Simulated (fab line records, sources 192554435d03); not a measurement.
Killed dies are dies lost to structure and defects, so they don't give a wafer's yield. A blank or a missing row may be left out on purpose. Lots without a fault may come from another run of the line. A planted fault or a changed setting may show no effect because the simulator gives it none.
A struck lot beside a sound one | flow n5_finfet | 26 steps out of a route of 1938
Sound: wafers L286.2, L286.3, L286.5. Struck: wafers L295.1, L295.4, L295.6. The cause comes at the end.
At each step with rows: each side's tool, then ch and its chambers, then its first start. Under that, the readings that differ: sound wafers | struck wafers | difference of the means | sigmas: that difference in standard deviations of wafers without a fault.
alike: readings whose means differ by less than 2 such deviations, and words and numbers that are the same on both sides. not compared: withheld readings, readings that some wafer has no value for, bounds like >300 that may hide the same value, and numbers for which the record gives no deviation and whose values overlap.
The two part at a step that has a row with sigmas, a row that says differs or no value, or rows on one side only. Numbers that don't overlap but have no deviation are shown without sigmas and don't part them. A reading that every wafer of one side lacks parts them only if that side has two wafers or more.

N5_BEOL_M9_INSPECT_13: inspects for defects (brightfield).
  sound on defect_inspect-01, day 15 07:37; struck on defect_inspect-02, day 16 05:09
  alike: raw_defect_count
N5_BEOL_M9_DESCUM_16: chemistry O2, time 7.9 s.
  sound on rie_diel-02 ch 1,2, day 15 07:39; struck on rie_diel-05 ch 2,3, day 16 05:22
  reading                | sound             | struck            | difference | sigmas
  throttle_valve_pct (%) | 20.31 20.10 20.10 | 20.55 21.03 21.04 | +0.70      | +3
  alike: drypump_motor_current_A, oes_product_au, rf_vpp_V, showerhead_plenum_p_Torr
  not compared: rf_hours_counter_h
N5_BEOL_M9_ETCH_61: etches SiARC in CF4, target depth 39 nm, time 65 s.
  sound on rie_diel-02 ch 1,2, day 15 07:41; struck on rie_diel-05 ch 2,3, day 16 05:25
  reading                | sound             | struck            | difference | sigmas
  throttle_valve_pct (%) | 15.47 15.40 15.41 | 15.66 16.16 16.18 | +0.57      | +2
  alike: drypump_motor_current_A, etch_rf_on_time_s, oes_product_au, rf_vpp_V, showerhead_plenum_p_Torr
  not compared: rf_hours_counter_h
then, 2 steps without rows for these wafers: N5_BEOL_M9_ETCH_62 (etches SOC in N2/H2, target depth 110 nm, overetch 22 nm, time 165 s); N5_BEOL_M9_STRIP_68 (strips in N2/H2).
N5_BEOL_M9_STRIP_67: strips in CF4.
  sound on rie_diel-02 ch 1,2, day 15 07:53; struck on rie_diel-05 ch 2,3, day 16 05:36
  reading                | sound             | struck            | difference | sigmas
  throttle_valve_pct (%) | 13.42 13.43 13.42 | 13.60 14.12 14.12 | +0.52      | +2
  alike: drypump_motor_current_A, oes_product_au, rf_vpp_V, showerhead_plenum_p_Torr
  not compared: rf_hours_counter_h
then, 2 steps without rows for these wafers: N5_BEOL_M9_HM_OPEN_17 (chemistry Cl2/BCl3, target TiN, target depth 20 nm, overetch 6 nm); N5_BEOL_M9_STRIP_19 (strips in O2).
N5_BEOL_M9_CD_MEAS_18: pitch 140 nm, target cd 70 nm.
  sound on cd_sem-01, day 15 08:06; struck on cd_sem-01, day 16 05:59
  alike: cd_nm
then, 3 steps without rows for these wafers: N5_BEOL_M9_COAT_63 (time 60 s, resist thk 60 nm); N5_BEOL_M9_COAT_64 (time 60 s, resist thk 12 nm); N5_BEOL_M9_COAT_75 (time 60 s, resist thk 5 nm).
N5_BEOL_M9_COAT_22: resist thk 30 nm.
  sound on litho_track-03 ch 0, day 15 09:41; struck on litho_track-04 ch 0, day 16 06:38
  reading                                      | sound                | struck               | difference | sigmas
  spin_speed_rpm (rpm)                         | 1501.0 1501.2 1500.3 | 1583.0 1583.4 1583.7 | +82.5      | +96
  model.CAR-EUV_of_BEOL_M9_COAT_22.thk_nm (nm) | 30 30 30             | 29.2 29.4 29.4       | -0.7       |
then, 5 steps without rows for these wafers: N5_BEOL_M9_EBR_24; N5_BEOL_M9_SOFTBAKE_23 (time 60 s); N5_BEOL_M9_EXPOSE_25 (exposes mask V8); N5_BEOL_M9_PEB_26 (peb time 60 s); N5_BEOL_M9_DEVELOP_27 (develop time 30 s).
N5_BEOL_M9_CD_MEAS_28: target cd 70 nm.
  sound on cd_sem-03 ch 0, day 15 10:05; struck on cd_sem-03 ch 0, day 16 07:09
  alike: cd_nm
N5_BEOL_M9_OVL_MEAS_29:
  sound on overlay-02 ch 0, day 15 10:07; struck on overlay-01 ch 0, day 16 07:11
  alike: V8_OVL
N5_BEOL_M9_INSPECT_30: inspects for defects (brightfield).
  sound on defect_inspect-02, day 15 10:10; struck on defect_inspect-02, day 16 07:14
  alike: raw_defect_count
N5_BEOL_M9_DESCUM_33: chemistry O2, time 7 s.
  sound on rie_diel-06 ch 1,2,3, day 15 10:33; struck on rie_diel-02 ch 1,2,3, day 16 07:52
  alike: drypump_motor_current_A, oes_product_au, rf_vpp_V, showerhead_plenum_p_Torr, throttle_valve_pct
  not compared: rf_hours_counter_h
then, 1 step without rows for these wafers: N5_BEOL_M9_ETCH_76 (etches underlayer in N2/H2, target depth 6.5 nm, time 5.2 s).
N5_BEOL_M9_ETCH_65: etches SiARC in CF4, target depth 15.6 nm, time 26 s.
  sound on rie_diel-06 ch 1,2,3, day 15 10:37; struck on rie_diel-02 ch 1,2,3, day 16 07:56
  reading                                      | sound        | struck         | difference | sigmas
  model.CAR-EUV_of_BEOL_M9_COAT_22.thk_nm (nm) | 11.2 11 11.2 | 10.4 10.4 10.4 | -0.7       |
  alike: drypump_motor_current_A, etch_rf_on_time_s, oes_product_au, rf_vpp_V, showerhead_plenum_p_Torr, throttle_valve_pct
  not compared: rf_hours_counter_h
N5_BEOL_M9_ETCH_66: etches SOC in N2/H2, target depth 80 nm, overetch 16 nm, time 120 s.
  sound on rie_diel-06 ch 1,2,3, day 15 10:38; struck on rie_diel-02 ch 1,2,3, day 16 07:57
  alike: drypump_motor_current_A, n2_flow_sccm, oes_product_au, rf_vpp_V, showerhead_plenum_p_Torr, throttle_valve_pct
  not compared: rf_hours_counter_h
-- the record jumps here: 3 days lie between the struck wafers' starts before and after (it left off in module BEOL_M9 and takes up again in module PASSIVATION, whose first step shown is number 1936 of the route) --
N5_PASSIVATION_PROBE_49:
  sound on prober-02, day 18 01:58; struck on prober-02, day 19 00:40
  alike: defect_limited_yield, killed_at_M0_to_M3, killed_at_M4_up, killed_at_contacts, killed_at_front_end, killed_at_other, killed_dies, killed_open, killed_short, sort_bin_5_function, sort_bin_6_memory, sort_n_pass, sort_yield_pct

WHERE THEY PART
First at N5_BEOL_M9_DESCUM_16; last, within this record, at N5_BEOL_M9_COAT_22. Later steps at which nothing parts them and some readings are alike: N5_BEOL_M9_CD_MEAS_28, N5_BEOL_M9_OVL_MEAS_29, N5_BEOL_M9_INSPECT_30, N5_BEOL_M9_DESCUM_33, N5_BEOL_M9_ETCH_65, N5_BEOL_M9_ETCH_66, N5_PASSIVATION_PROBE_49.

WHY: what the simulator had put in
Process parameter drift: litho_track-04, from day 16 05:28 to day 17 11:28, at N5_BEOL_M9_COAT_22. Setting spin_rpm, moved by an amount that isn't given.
